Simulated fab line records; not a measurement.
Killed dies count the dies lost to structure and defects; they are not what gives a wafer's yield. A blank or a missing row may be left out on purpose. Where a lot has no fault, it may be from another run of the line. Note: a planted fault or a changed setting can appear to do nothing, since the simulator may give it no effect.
Which of the tools did it? || flow nand_harc || 13 lots, 39 wafers sampled, at 5 steps of a route of 1159

WHAT THE GAUGES READ, wafer by wafer
NHARC_A_SIN_REMOVE_INSPECT_04. Usual: raw_defect_count at 295, with a standard deviation of 85.
{"lot": "L496", "measured": "day 14 18:01", "on": "defect_inspect-01", "raw_defect_count": "257 353 272", "flag": ""}
{"lot": "L497", "measured": "day 14 18:01", "on": "defect_inspect-02", "raw_defect_count": "270 262 234", "flag": ""}
{"lot": "L498", "measured": "day 15 02:02", "on": "defect_inspect-01", "raw_defect_count": "416 327 303", "flag": ""}
{"lot": "L500", "measured": "day 15 18:11", "on": "defect_inspect-01", "raw_defect_count": "458 250 319", "flag": ""}
{"lot": "L507", "measured": "day 17 09:25", "on": "defect_inspect-02", "raw_defect_count": "397 256 246", "flag": ""}
{"lot": "L510", "measured": "day 18 09:39", "on": "defect_inspect-01", "raw_defect_count": "483 408 512", "flag": ""}
{"lot": "L513", "measured": "day 18 20:04", "on": "defect_inspect-02", "raw_defect_count": "371 331 269", "flag": ""}
{"lot": "L514", "measured": "day 18 20:05", "on": "defect_inspect-01", "raw_defect_count": "263 238 288", "flag": ""}
{"lot": "L512", "measured": "day 18 20:05", "on": "defect_inspect-02", "raw_defect_count": "272 280 306", "flag": ""}
{"lot": "L515", "measured": "day 19 14:38", "on": "defect_inspect-01", "raw_defect_count": "325 243 279", "flag": ""}
{"lot": "L516", "measured": "day 19 14:37", "on": "defect_inspect-02", "raw_defect_count": "381 275 322", "flag": ""}
{"lot": "L517", "measured": "day 19 23:55", "on": "defect_inspect-01", "raw_defect_count": "452 448 347", "flag": ""}
{"lot": "L519", "measured": "day 20 22:17", "on": "defect_inspect-01", "raw_defect_count": "273 261 398", "flag": ""}

NHARC_END_SORT_01. Usual: killed_at_array 26, standard deviation 11; killed_at_other 0.4, standard deviation 0.78; killed_at_periphery 3.4, standard deviation 2.4; killed_dies 29, standard deviation 11; killed_open 3.1, standard deviation 1.9; killed_short 1.9, standard deviation 1.4.
{"lot": "L497", "measured": "day 23 15:58", "on": "prober-02", "killed_at_array": "33 38 32", "killed_at_other": "0 0 0", "killed_at_periphery": "4 3 6", "killed_dies": "37 41 38", "killed_open": "3 3 6", "killed_short": "1 3 3", "flag": ""}
{"lot": "L500", "measured": "day 24 22:25", "on": "prober-01", "killed_at_array": "24 19 24", "killed_at_other": "0 0 0", "killed_at_periphery": "4 3 4", "killed_dies": "28 22 28", "killed_open": "1 6 1", "killed_short": "2 0 1", "flag": ""}
{"lot": "L507", "measured": "day 24 16:12", "on": "prober-01", "killed_at_array": "37 16 31", "killed_at_other": "0 1 0", "killed_at_periphery": "0 7 1", "killed_dies": "37 24 32", "killed_open": "4 3 3", "killed_short": "2 1 3", "flag": ""}
{"lot": "L510", "measured": "day 24 23:32", "on": "prober-01", "killed_at_array": "37 28 40", "killed_at_other": "1 0 1", "killed_at_periphery": "3 2 2", "killed_dies": "41 30 43", "killed_open": "5 2 2", "killed_short": "1 2 3", "flag": ""}

EACH LOT AND THE TOOL THAT RAN IT (in order: tool; ch and the chambers of the sampled wafers; start)
{"lot": "L496", "NHARC_A_SLIT_ETCH_29": "rie_diel-02 ch 0,2, day 14 09:47", "NHARC_A_WL_FILL_ETCHBACK_16": "rie_diel-03 ch 1,2, day 15 15:30 or earlier", "NHARC_A_WL_FILL_CVD_23": "lpcvd_poly-04 ch 0, day 15 15:30"}
{"lot": "L497", "NHARC_A_SLIT_ETCH_29": "rie_diel-02 ch 0,3, day 14 11:28", "NHARC_A_WL_FILL_ETCHBACK_16": "rie_diel-11 ch 1,2,3, day 16 21:30 or earlier", "NHARC_A_WL_FILL_CVD_23": "lpcvd_poly-04 ch 0, day 16 21:30"}
{"lot": "L498", "NHARC_A_SLIT_ETCH_29": "rie_diel-09 ch 1,3, day 14 18:37", "NHARC_A_WL_FILL_ETCHBACK_16": "rie_diel-11 ch 0,3, day 15 21:10 or earlier", "NHARC_A_WL_FILL_CVD_23": "lpcvd_poly-04 ch 0, day 15 21:10"}
{"lot": "L500", "NHARC_A_SLIT_ETCH_29": "rie_diel-02 ch 0,2, day 15 10:25", "NHARC_A_WL_FILL_ETCHBACK_16": "rie_diel-03 ch 0,1,2, day 17 21:34 or earlier", "NHARC_A_WL_FILL_CVD_23": "lpcvd_poly-01 ch 0, day 17 21:34"}
{"lot": "L507", "NHARC_A_SLIT_ETCH_29": "rie_diel-02 ch 0,1,2, day 17 02:41", "NHARC_A_WL_FILL_ETCHBACK_16": "rie_diel-05 ch 0,1, day 19 12:53 or earlier", "NHARC_A_WL_FILL_CVD_23": "lpcvd_poly-01 ch 0, day 19 12:53"}
{"lot": "L510", "NHARC_A_SLIT_ETCH_29": "rie_diel-09 ch 1,2, day 18 03:05", "NHARC_A_WL_FILL_ETCHBACK_16": "rie_diel-05 ch 0,2, day 19 06:35 or earlier", "NHARC_A_WL_FILL_CVD_23": "lpcvd_poly-04 ch 0, day 19 06:35"}
{"lot": "L513", "NHARC_A_SLIT_ETCH_29": "rie_diel-09 ch 1,2,3, day 18 11:48", "NHARC_A_WL_FILL_ETCHBACK_16": "rie_diel-03 ch 0,1,3, day 19 20:00 or earlier", "NHARC_A_WL_FILL_CVD_23": "lpcvd_poly-04 ch 0, day 19 20:00"}
{"lot": "L514", "NHARC_A_SLIT_ETCH_29": "rie_diel-07 ch 1,2,3, day 18 13:28", "NHARC_A_WL_FILL_ETCHBACK_16": "rie_diel-11 ch 2,3, day 19 20:00 or earlier", "NHARC_A_WL_FILL_CVD_23": "lpcvd_poly-04 ch 0, day 19 20:00"}
{"lot": "L512", "NHARC_A_SLIT_ETCH_29": "rie_diel-02 ch 0,1,3, day 18 14:19", "NHARC_A_WL_FILL_ETCHBACK_16": "rie_diel-03 ch 0,2,3, day 19 17:50 or earlier", "NHARC_A_WL_FILL_CVD_23": "lpcvd_poly-01 ch 0, day 19 17:50"}
{"lot": "L515", "NHARC_A_SLIT_ETCH_29": "rie_diel-02 ch 0,1,2, day 19 06:29", "NHARC_A_WL_FILL_ETCHBACK_16": "rie_diel-11 ch 1,2,3, day 20 09:10 or earlier", "NHARC_A_WL_FILL_CVD_23": "lpcvd_poly-04 ch 0, day 20 09:10"}
{"lot": "L516", "NHARC_A_SLIT_ETCH_29": "rie_diel-02 ch 0,2,3, day 19 08:08", "NHARC_A_WL_FILL_ETCHBACK_16": "rie_diel-05 ch 1,2,3, day 20 09:10 or earlier", "NHARC_A_WL_FILL_CVD_23": "lpcvd_poly-04 ch 0, day 20 09:10"}
{"lot": "L517", "NHARC_A_SLIT_ETCH_29": "rie_diel-09 ch 0,1,2, day 19 16:34", "NHARC_A_WL_FILL_ETCHBACK_16": "rie_diel-03 ch 1,2, day 20 20:34 or earlier", "NHARC_A_WL_FILL_CVD_23": "lpcvd_poly-02 ch 0, day 20 20:34"}
{"lot": "L519", "NHARC_A_SLIT_ETCH_29": "rie_diel-07 ch 0,2,3, day 20 14:05", "NHARC_A_WL_FILL_ETCHBACK_16": "rie_diel-03 ch 0,2,3, day 21 15:58 or earlier", "NHARC_A_WL_FILL_CVD_23": "lpcvd_poly-01 ch 0, day 21 15:58"}
- NHARC_A_SLIT_ETCH_29: etches the open film in CF4/O2, target depth 100 nm, overetch 10 nm, time 55 s.
- NHARC_A_WL_FILL_ETCHBACK_16: etches the open film in C4F8/O2/Ar, target depth 88 nm, time 17.6 s.
- NHARC_A_WL_FILL_CVD_23: deposits poly-Si, target thk 40 nm, time 800 s.

WHAT THE TOOLS THEMSELVES READ (means of the sampled wafers that have a number; where no wafer has one, the mark that the record gives instead)
NHARC_A_SLIT_ETCH_29. Usual: drypump_motor_current_A 5.8 A, standard deviation 0.34; oes_product_au 1.000 a.u., standard deviation 0.0098; rf_vpp_V 198.0 V, standard deviation 1.3; showerhead_plenum_p_Torr 1.35 Torr, standard deviation 0.06; throttle_valve_pct 13.398 %, standard deviation 0.0095.
{"lot": "L496", "tool": "rie_diel-02", "drypump_motor_current_A (A)": 5.6, "oes_product_au (a.u.)": 1.006, "rf_vpp_V (V)": 199.6, "showerhead_plenum_p_Torr (Torr)": 1.41, "throttle_valve_pct (%)": 13.401, "flag": ""}
{"lot": "L497", "tool": "rie_diel-02", "drypump_motor_current_A (A)": 5.6, "oes_product_au (a.u.)": 0.996, "rf_vpp_V (V)": 197.5, "showerhead_plenum_p_Torr (Torr)": 1.34, "throttle_valve_pct (%)": 13.400, "flag": ""}
{"lot": "L498", "tool": "rie_diel-09", "drypump_motor_current_A (A)": 6.0, "oes_product_au (a.u.)": 1.008, "rf_vpp_V (V)": 198.4, "showerhead_plenum_p_Torr (Torr)": 1.38, "throttle_valve_pct (%)": 13.388, "flag": ""}
{"lot": "L500", "tool": "rie_diel-02", "drypump_motor_current_A (A)": 5.5, "oes_product_au (a.u.)": 1.004, "rf_vpp_V (V)": 199.4, "showerhead_plenum_p_Torr (Torr)": 1.41, "throttle_valve_pct (%)": 13.397, "flag": ""}
{"lot": "L507", "tool": "rie_diel-02", "drypump_motor_current_A (A)": 5.6, "oes_product_au (a.u.)": 1.007, "rf_vpp_V (V)": 198.3, "showerhead_plenum_p_Torr (Torr)": 1.35, "throttle_valve_pct (%)": 13.392, "flag": ""}
{"lot": "L510", "tool": "rie_diel-09", "drypump_motor_current_A (A)": 5.5, "oes_product_au (a.u.)": 0.995, "rf_vpp_V (V)": 197.1, "showerhead_plenum_p_Torr (Torr)": 1.31, "throttle_valve_pct (%)": 13.413, "flag": ""}
{"lot": "L513", "tool": "rie_diel-09", "drypump_motor_current_A (A)": 5.8, "oes_product_au (a.u.)": 1.000, "rf_vpp_V (V)": 197.8, "showerhead_plenum_p_Torr (Torr)": 1.35, "throttle_valve_pct (%)": 13.406, "flag": ""}
{"lot": "L514", "tool": "rie_diel-07", "drypump_motor_current_A (A)": 6.0, "oes_product_au (a.u.)": 0.995, "rf_vpp_V (V)": 197.7, "showerhead_plenum_p_Torr (Torr)": 1.32, "throttle_valve_pct (%)": 13.386, "flag": ""}
{"lot": "L512", "tool": "rie_diel-02", "drypump_motor_current_A (A)": 5.7, "oes_product_au (a.u.)": 0.998, "rf_vpp_V (V)": 198.2, "showerhead_plenum_p_Torr (Torr)": 1.32, "throttle_valve_pct (%)": 13.401, "flag": ""}
{"lot": "L515", "tool": "rie_diel-02", "drypump_motor_current_A (A)": 5.7, "oes_product_au (a.u.)": 1.007, "rf_vpp_V (V)": 197.9, "showerhead_plenum_p_Torr (Torr)": 1.35, "throttle_valve_pct (%)": 13.394, "flag": ""}
{"lot": "L516", "tool": "rie_diel-02", "drypump_motor_current_A (A)": 5.6, "oes_product_au (a.u.)": 0.998, "rf_vpp_V (V)": 198.9, "showerhead_plenum_p_Torr (Torr)": 1.37, "throttle_valve_pct (%)": 13.400, "flag": ""}
{"lot": "L517", "tool": "rie_diel-09", "drypump_motor_current_A (A)": 5.9, "oes_product_au (a.u.)": 1.001, "rf_vpp_V (V)": 198.1, "showerhead_plenum_p_Torr (Torr)": 1.36, "throttle_valve_pct (%)": 13.389, "flag": ""}
{"lot": "L519", "tool": "rie_diel-07", "drypump_motor_current_A (A)": 5.9, "oes_product_au (a.u.)": 0.999, "rf_vpp_V (V)": 197.6, "showerhead_plenum_p_Torr (Torr)": 1.32, "throttle_valve_pct (%)": 13.404, "flag": ""}

NHARC_A_WL_FILL_ETCHBACK_16. Usual: oes_product_au 0.980 a.u., standard deviation 0.028; rf_vpp_V 725 V, standard deviation 5.1.
{"lot": "L496", "tool": "rie_diel-03", "oes_product_au (a.u.)": 0.989, "rf_vpp_V (V)": 725, "flag": ""}
{"lot": "L497", "tool": "rie_diel-11", "oes_product_au (a.u.)": 0.991, "rf_vpp_V (V)": 721, "flag": ""}
{"lot": "L498", "tool": "rie_diel-11", "oes_product_au (a.u.)": 1.004, "rf_vpp_V (V)": 726, "flag": ""}
{"lot": "L500", "tool": "rie_diel-03", "oes_product_au (a.u.)": 0.920, "rf_vpp_V (V)": 725, "flag": ""}
{"lot": "L507", "tool": "rie_diel-05", "oes_product_au (a.u.)": 1.000, "rf_vpp_V (V)": 729, "flag": ""}
{"lot": "L510", "tool": "rie_diel-05", "oes_product_au (a.u.)": 0.991, "rf_vpp_V (V)": 729, "flag": ""}
{"lot": "L513", "tool": "rie_diel-03", "oes_product_au (a.u.)": 0.981, "rf_vpp_V (V)": 728, "flag": ""}
{"lot": "L514", "tool": "rie_diel-11", "oes_product_au (a.u.)": 0.940, "rf_vpp_V (V)": 721, "flag": ""}
{"lot": "L512", "tool": "rie_diel-03", "oes_product_au (a.u.)": 0.990, "rf_vpp_V (V)": 726, "flag": ""}
{"lot": "L515", "tool": "rie_diel-11", "oes_product_au (a.u.)": 1.002, "rf_vpp_V (V)": 721, "flag": ""}
{"lot": "L516", "tool": "rie_diel-05", "oes_product_au (a.u.)": 0.991, "rf_vpp_V (V)": 731, "flag": ""}
{"lot": "L517", "tool": "rie_diel-03", "oes_product_au (a.u.)": 0.998, "rf_vpp_V (V)": 722, "flag": ""}
{"lot": "L519", "tool": "rie_diel-03", "oes_product_au (a.u.)": 0.977, "rf_vpp_V (V)": 725, "flag": ""}

NHARC_A_WL_FILL_CVD_23. Usual: spike_tc_bottom_C 639.6 C, standard deviation 2.2; zone_power_upper_pct 9.65 %, standard deviation 0.26.
{"lot": "L496", "tool": "lpcvd_poly-04", "spike_tc_bottom_C (C)": 637.9, "zone_power_upper_pct (%)": 9.61, "flag": ""}
{"lot": "L497", "tool": "lpcvd_poly-04", "spike_tc_bottom_C (C)": 638.6, "zone_power_upper_pct (%)": 9.78, "flag": ""}
{"lot": "L498", "tool": "lpcvd_poly-04", "spike_tc_bottom_C (C)": 638.1, "zone_power_upper_pct (%)": 9.63, "flag": ""}
{"lot": "L500", "tool": "lpcvd_poly-01", "spike_tc_bottom_C (C)": 640.3, "zone_power_upper_pct (%)": 9.91, "flag": ""}
{"lot": "L507", "tool": "lpcvd_poly-01", "spike_tc_bottom_C (C)": 640.6, "zone_power_upper_pct (%)": 9.91, "flag": ""}
{"lot": "L510", "tool": "lpcvd_poly-04", "spike_tc_bottom_C (C)": 637.7, "zone_power_upper_pct (%)": 9.64, "flag": ""}
{"lot": "L513", "tool": "lpcvd_poly-04", "spike_tc_bottom_C (C)": 638.9, "zone_power_upper_pct (%)": 9.78, "flag": ""}
{"lot": "L514", "tool": "lpcvd_poly-04", "spike_tc_bottom_C (C)": 638.1, "zone_power_upper_pct (%)": 9.59, "flag": ""}
{"lot": "L512", "tool": "lpcvd_poly-01", "spike_tc_bottom_C (C)": 640.3, "zone_power_upper_pct (%)": 9.84, "flag": ""}
{"lot": "L515", "tool": "lpcvd_poly-04", "spike_tc_bottom_C (C)": 638.0, "zone_power_upper_pct (%)": 9.68, "flag": ""}
{"lot": "L516", "tool": "lpcvd_poly-04", "spike_tc_bottom_C (C)": 639.7, "zone_power_upper_pct (%)": 9.64, "flag": ""}
{"lot": "L517", "tool": "lpcvd_poly-02", "spike_tc_bottom_C (C)": 645.7, "zone_power_upper_pct (%)": 8.96, "flag": ""}
{"lot": "L519", "tool": "lpcvd_poly-01", "spike_tc_bottom_C (C)": 640.1, "zone_power_upper_pct (%)": 9.87, "flag": ""}

THE ANSWER, worked out from the rows above alone
Rule: a lot counts as off when the mean over its wafers that have a number is more than 3 standard deviations away from the usual mean. Also off: a lot with no number at a reading for which 4 or more lots have one. Where the step has rows for the other lots, those lots are counted as sound. The gauges are gone through in route order, then the tools' own readings, and for those a lot's mean is taken as printed above. The first step at which some lot is off is used, and at that step the reading that is off furthest; a lot without a number counts as furthest.
No lot is off on any of the readings shown, so nothing can be concluded from this.

WHAT WAS PUT IN BY THE SIMULATOR
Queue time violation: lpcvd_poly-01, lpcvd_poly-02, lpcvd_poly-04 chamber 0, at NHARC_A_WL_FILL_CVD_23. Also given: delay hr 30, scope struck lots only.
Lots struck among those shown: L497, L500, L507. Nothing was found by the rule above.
